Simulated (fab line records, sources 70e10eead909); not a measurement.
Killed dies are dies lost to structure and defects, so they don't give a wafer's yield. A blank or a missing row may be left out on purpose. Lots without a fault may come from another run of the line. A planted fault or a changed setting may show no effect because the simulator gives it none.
Which tool did it? | flow nand_harc | 12 lots, 36 wafers sampled, at 6 steps of a route of 1159

WHAT THE GAUGES READ, wafer by wafer
NHARC_P_STI_CD_MEAS_09: target cd 200 nm. Usual: cd_nm 200.6 nm, standard deviation 2.4.
lot  | measured    | on        | cd_nm (nm)        | flag
L125 | day 2 13:11 | cd_sem-03 | 200.3 199.5 200.8 |
L126 | day 2 13:21 | cd_sem-03 | 199.0 196.9 195.5 |
L128 | day 3 03:29 | cd_sem-03 | 202.9 201.9 202.6 |
L129 | day 3 10:55 | cd_sem-03 | 196.9 200.5 201.0 |
L130 | day 3 18:25 | cd_sem-03 | 202.6 198.9 200.3 |
L131 | day 3 22:48 | cd_sem-03 | 203.8 204.0 201.1 |
L134 | day 4 18:35 | cd_sem-01 | 200.1 197.9 196.0 |
L135 | day 5 00:27 | cd_sem-01 | 205.3 203.3 203.6 |
L136 | day 5 06:02 | cd_sem-03 | 201.5 196.9 201.1 |
L138 | day 5 16:32 | cd_sem-03 | 202.0 202.0 203.9 |
L145 | day 7 12:46 | cd_sem-02 | 198.9 197.5 196.8 |
L148 | day 8 04:44 | cd_sem-01 | 201.9 204.7 201.9 |

NHARC_P_GATE_CD_MEAS_11: target cd 1640 nm. Usual: cd_nm 1639.6 nm, standard deviation 2.4.
lot  | measured    | on        | cd_nm (nm)           | flag
L125 | day 4 04:04 | cd_sem-01 | 1642.7 1642.7 1641.2 |
L126 | day 4 04:14 | cd_sem-03 | 1639.5 1640.0 1638.4 |
L128 | day 4 17:36 | cd_sem-03 | 1645.0 1644.5 1643.0 |
L129 | day 5 01:16 | cd_sem-03 | 1636.3 1638.6 1640.5 |
L130 | day 5 06:55 | cd_sem-02 | 1640.4 1637.5 1640.9 |
L131 | day 5 13:35 | cd_sem-02 | 1639.3 1638.9 1641.7 |
L134 | day 6 08:01 | cd_sem-02 | 1642.1 1638.9 1639.3 |
L135 | day 6 15:50 | cd_sem-03 | 1635.1 1638.2 1639.2 |
L136 | day 7 06:49 | cd_sem-01 | - - -                | OFF
L138 | day 7 06:28 | cd_sem-02 | 1641.4 1638.9 1641.6 |
L145 | day 9 02:16 | cd_sem-03 | 1637.3 1636.9 1639.9 |
L148 | day 9 21:12 | cd_sem-01 | 1637.0 1635.9 1637.2 |

NHARC_END_SORT_01. Usual: killed_at_array 26, standard deviation 11; killed_at_other 0.4, standard deviation 0.78; killed_at_periphery 3.4, standard deviation 2.4; killed_dies 29, standard deviation 11; killed_open 3.1, standard deviation 1.9; killed_short 1.9, standard deviation 1.4.
lot  | measured     | on        | killed_at_array | killed_at_other | killed_at_periphery | killed_dies | killed_open | killed_short | flag
L136 | day 23 10:12 | prober-01 | 37 16 31        | 0 0 0           | 640 661 646         | 677 677 677 | 4 3 3       | 2 1 3        | OFF

WHICH TOOL RAN EACH LOT (tool, then ch and the chambers of the sampled wafers, then the start)
lot  | NHARC_P_GATE_EXPOSE_08           | NHARC_P_GATE_DESCUM_31            | NHARC_P_GATE_ETCH_104
L125 | krf_scanner-04 ch 0, day 4 03:55 | rie_diel-13 ch 1,2, day 4 20:39   | rie_diel-13 ch 0,3, day 4 20:44
L126 | krf_scanner-03 ch 0, day 4 04:04 | rie_diel-04 ch 2,3, day 4 20:29   | rie_diel-04 ch 0,1, day 4 20:34
L128 | krf_scanner-02 ch 0, day 4 17:26 | rie_diel-04 ch 1,2,3, day 5 09:01 | rie_diel-04 ch 1,2, day 5 09:28
L129 | krf_scanner-03 ch 0, day 5 01:06 | rie_diel-06 ch 1,2, day 5 17:20   | rie_diel-06 ch 1,2,3, day 5 17:25
L130 | krf_scanner-02 ch 0, day 5 06:46 | rie_diel-13 ch 0,1,2, day 5 22:40 | rie_diel-13 ch 0,2,3, day 5 22:44
L131 | krf_scanner-04 ch 0, day 5 13:26 | rie_diel-13 ch 0,3, day 6 07:05   | rie_diel-13 ch 1,3, day 6 07:17
L134 | krf_scanner-03 ch 0, day 6 07:52 | rie_diel-04 ch 1,2,3, day 6 23:36 | rie_diel-04 ch 0,1,2, day 6 23:41
L135 | krf_scanner-04 ch 0, day 6 15:41 | rie_diel-04 ch 0,3, day 7 05:45   | rie_diel-04 ch 2,3, day 7 05:50
L136 | krf_scanner-03 ch 0, day 7 06:38 | rie_diel-06 ch 0,2,3, day 7 20:45 | rie_diel-06 ch 0,1, day 7 20:50
L138 | krf_scanner-04 ch 0, day 7 06:18 | rie_diel-13 ch 0,1,2, day 7 19:59 | rie_diel-13 ch 1,2, day 7 20:04
L145 | krf_scanner-03 ch 0, day 9 02:07 | rie_diel-04 ch 0,2,3, day 9 15:51 | rie_diel-04 ch 0,2, day 9 16:04
L148 | krf_scanner-03 ch 0, day 9 21:02 | rie_diel-04 ch 2,3, day 10 12:52  | rie_diel-04 ch 0,1,3, day 10 12:56
- NHARC_P_GATE_EXPOSE_08: exposes mask P HV.
- NHARC_P_GATE_DESCUM_31: chemistry O2, time 3 s.
- NHARC_P_GATE_ETCH_104: etches the open film in CF4/CHF3, target depth 60 nm.

WHAT THE TOOLS THEMSELVES READ (means of the sampled wafers that have a number; where no wafer has one, the mark that the record gives instead)
NHARC_P_GATE_EXPOSE_08. Usual: reticle_temp_C 22.96 C, standard deviation 0.097.
lot  | tool           | reticle_temp_C (C) | flag
L125 | krf_scanner-04 | 22.96              |
L126 | krf_scanner-03 | 22.96              |
L128 | krf_scanner-02 | 22.90              |
L129 | krf_scanner-03 | 22.97              |
L130 | krf_scanner-02 | 22.88              |
L131 | krf_scanner-04 | 22.91              |
L134 | krf_scanner-03 | 22.99              |
L135 | krf_scanner-04 | 23.01              |
L136 | krf_scanner-03 | 22.86              |
L138 | krf_scanner-04 | 23.06              |
L145 | krf_scanner-03 | 22.88              |
L148 | krf_scanner-03 | 22.98              |

NHARC_P_GATE_DESCUM_31. Usual: drypump_motor_current_A 5.7 A, standard deviation 0.45; oes_product_au 0.998 a.u., standard deviation 0.0085; rf_vpp_V 57.7 V, standard deviation 0.94; showerhead_plenum_p_Torr 1.91 Torr, standard deviation 0.093; throttle_valve_pct 11.311 %, standard deviation 0.0093.
lot  | tool        | drypump_motor_current_A (A) | oes_product_au (a.u.) | rf_vpp_V (V) | showerhead_plenum_p_Torr (Torr) | throttle_valve_pct (%) | flag
L125 | rie_diel-13 | 5.7                         | 1.012                 | 57.1         | 1.81                            | 11.320                 |
L126 | rie_diel-04 | 5.6                         | 1.003                 | 58.2         | 1.88                            | 11.309                 |
L128 | rie_diel-04 | 5.5                         | 1.000                 | 58.2         | 1.93                            | 11.312                 |
L129 | rie_diel-06 | 6.5                         | 0.996                 | 58.4         | 2.00                            | 11.313                 |
L130 | rie_diel-13 | 5.8                         | 0.998                 | 57.2         | 1.86                            | 11.309                 |
L131 | rie_diel-13 | 5.5                         | 0.991                 | 56.9         | 1.85                            | 11.308                 |
L134 | rie_diel-04 | 5.4                         | 1.000                 | 57.5         | 1.93                            | 11.310                 |
L135 | rie_diel-04 | 5.3                         | 1.001                 | 57.2         | 1.87                            | 11.312                 |
L136 | rie_diel-06 | 6.2                         | 1.006                 | 58.6         | 1.91                            | 11.317                 |
L138 | rie_diel-13 | 5.8                         | 0.996                 | 58.1         | 1.86                            | 11.297                 |
L145 | rie_diel-04 | 5.6                         | 0.998                 | 58.3         | 1.89                            | 11.312                 |
L148 | rie_diel-04 | 5.3                         | 0.991                 | 57.9         | 1.84                            | 11.305                 |

NHARC_P_GATE_ETCH_104. Usual: drypump_motor_current_A 5.7 A, standard deviation 0.45; oes_product_au 0.949 a.u., standard deviation 0.019; rf_vpp_V 370.4 V, standard deviation 2.5; showerhead_plenum_p_Torr 1.57 Torr, standard deviation 0.071; throttle_valve_pct 16.801 %, standard deviation 0.0097.
lot  | tool        | drypump_motor_current_A (A) | oes_product_au (a.u.) | rf_vpp_V (V) | showerhead_plenum_p_Torr (Torr) | throttle_valve_pct (%) | flag
L125 | rie_diel-13 | 5.5                         | 0.947                 | 369.6        | 1.52                            | 16.797                 |
L126 | rie_diel-04 | 5.6                         | 0.934                 | 373.0        | 1.66                            | 16.813                 |
L128 | rie_diel-04 | 5.5                         | 0.933                 | 372.9        | 1.64                            | 16.797                 |
L129 | rie_diel-06 | 6.4                         | 0.971                 | 371.0        | 1.59                            | 16.806                 |
L130 | rie_diel-13 | 5.8                         | 0.942                 | 369.4        | 1.52                            | 16.801                 |
L131 | rie_diel-13 | 5.3                         | 0.947                 | 368.3        | 1.50                            | 16.803                 |
L134 | rie_diel-04 | 5.7                         | 0.920                 | 372.4        | 1.62                            | 16.795                 |
L135 | rie_diel-04 | 5.3                         | 0.924                 | 368.7        | 1.53                            | 16.799                 |
L136 | rie_diel-06 | 6.3                         | 0.978                 | 372.8        | 1.64                            | 16.797                 |
L138 | rie_diel-13 | 6.1                         | 0.969                 | 367.7        | 1.48                            | 16.796                 |
L145 | rie_diel-04 | 5.8                         | 0.949                 | 371.1        | 1.59                            | 16.803                 |
L148 | rie_diel-04 | 5.5                         | 0.927                 | 370.9        | 1.60                            | 16.805                 |

THE ANSWER, worked out from the rows above alone
Rule: a lot is off if the mean of its wafers that have a number lies more than 3 standard deviations from the usual mean. A lot without any number at a reading at which 4 lots or more have one is off too. The other lots that the step has rows for count as sound. The gauges are gone through in route order, then the tools' own readings, and for those a lot's mean is taken as printed above. The first step at which some lot is off is used, and at that step the reading that is off furthest; a lot without a number counts as furthest.
Off: L136, at NHARC_P_GATE_CD_MEAS_11 (cd_nm). Without a number there: L136.
A tool fits if, at a process step before that reading, it ran every lot that is off, and no sound lot after the first of them. The gauges at NHARC_P_GATE_CD_MEAS_11 aren't tried: what is off there is off at NHARC_END_SORT_01 too, on other tools, and a gauge's error can't cause that. None of those tried fits.

WHAT THE SIMULATOR HAD PUT IN
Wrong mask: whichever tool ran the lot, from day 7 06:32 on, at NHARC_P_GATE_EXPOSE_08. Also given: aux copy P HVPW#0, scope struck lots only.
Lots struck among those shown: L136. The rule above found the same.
